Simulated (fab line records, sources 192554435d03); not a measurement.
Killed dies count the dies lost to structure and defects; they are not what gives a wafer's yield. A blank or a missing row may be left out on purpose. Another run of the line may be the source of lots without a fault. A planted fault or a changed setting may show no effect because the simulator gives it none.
Code-filled problem report in 8D (eight disciplines) form | flow n5-finfet | the parts of the form that need people (team, actions taken, sign-off) are left out

== 1. THE PROBLEM ==
oes-product-au at N5_BEOL_M11_ETCH_41 reads a mean of 1.15 a.u. on 1 wafer of 1 lot; wafers without a fault read 0.82 a.u. with a standard deviation of 0.079. That puts it +4.2 standard deviations away from the usual mean.
The step: etches SiCN in CH3F/O2, target depth 42.6 nm, time 86 s.
Earliest sighting: wafer L153.1 on rie-diel-03 at day 12 11:28. The record has a number at this step for 30 wafers belonging to 11 lots. Rule for "out" (also "out of limits"): further than 4 standard deviations from the usual mean. Any other wafer with a number is counted as sound.

== 2. WHAT THIS IS AND IS NOT ==
question                    | is                | is not
which readings at this step | oes-product-au    | drypump-motor-current-A, rf-vpp-V, showerhead-plenum-p-Torr, throttle-valve-pct
which lots                  | L153              | L145, L146, L148, L158, L161, L163, L164, L166, L167, L168
which wafers of those lots  | L153.1            | L153.3
read on which tools         | rie-diel-03       | rie-diel-02, rie-diel-06
when                        | from day 12 11:28 | up to then (10 sound wafers); but 19 sound wafers of L158, L161, L163, L164, L166, L167, L168 came after

== 3. WHAT RULES OUT EACH SUSPECT ==
Counting: any tool at a process step up to the reading remains a suspect provided it ran every lot that is out. Sound lots after the first of them don't rule it out here, since some wafers of a struck lot are sound.
- rie-diel-02 at N5_BEOL_M11_ETCH_61 (etches SiARC in CF4, target depth 39 nm, time 65 s): kept. It processed L153, the lot that is out, at day 12 10:12, and its most recent sound lot before then was L146 at day 10 19:35.
- rie-diel-03 at N5_BEOL_M11_TRENCH_ETCH_37 (etches SiCOH lowk in C4F6/O2, target depth 148.83 nm, time 48 s): kept. It processed L153, the lot that is out, at day 12 11:28, and its most recent sound lot before then was L148 at day 11 14:15. N5_BEOL_M11_TRENCH_ETCH_37 gives no start for some lots, so the hours and the order of its lots are those of N5_BEOL_M11_ETCH_41.
- rie-diel-03 at N5_BEOL_M11_ETCH_41 (etches SiCN in CH3F/O2, target depth 42.6 nm, time 86 s): kept. It processed L153, the lot that is out, at day 12 11:28, and its most recent sound lot before then was L148 at day 11 14:15. On those wafers its own readings are out: oes-product-au.
- The sound lot-mates ran in chamber 1 of rie-diel-02 at N5_BEOL_M11_ETCH_61, but the wafers that are out ran in chamber 3.
- The sound lot-mates ran in chamber 1 of rie-diel-03 at N5_BEOL_M11_TRENCH_ETCH_37, but the wafers that are out ran in chamber 2.
- The sound lot-mates ran in chamber 1 of rie-diel-03 at N5_BEOL_M11_ETCH_41, but the wafers that are out ran in chamber 2.
The count leaves rie-diel-02 at N5_BEOL_M11_ETCH_61, rie-diel-03 at N5_BEOL_M11_TRENCH_ETCH_37, and rie-diel-03 at N5_BEOL_M11_ETCH_41.

== 4. THE CAUSE (what the simulator had put in) ==
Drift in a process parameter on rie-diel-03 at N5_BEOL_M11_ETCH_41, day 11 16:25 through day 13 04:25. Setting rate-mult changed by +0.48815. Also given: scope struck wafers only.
Counting leaves 3 suspects; this tool is one of them.

== 5. THE CHAIN OF EFFECTS, in route order ==
Each row: a reading whose mean over the struck wafers that have a number lies more than 3 standard deviations from the usual. Readings are gone through only where the record gives a usual standard deviation; hours: the median, over the lots, of the time from a lot's start at the first step in this table giving one to that lot's start at this step; sigmas: the change measured in usual standard deviations.
hours | step                | reading        | usual     | on struck wafers | change | sigmas
0     | N5_BEOL_M11_ETCH_41 | oes-product-au | 0.82 a.u. | 1.15             | +0.33  | +4.2
Here are the process steps it includes:
- N5_BEOL_M11_ETCH_41: etches SiCN in CH3F/O2, target depth 42.6 nm, time 86 s.

== 6. HOW IT WOULD HAVE BEEN CAUGHT EARLIER ==
19 hours passed between the start of the fault at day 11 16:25 and the first reading out of limits in this record, taken at day 12 11:28.
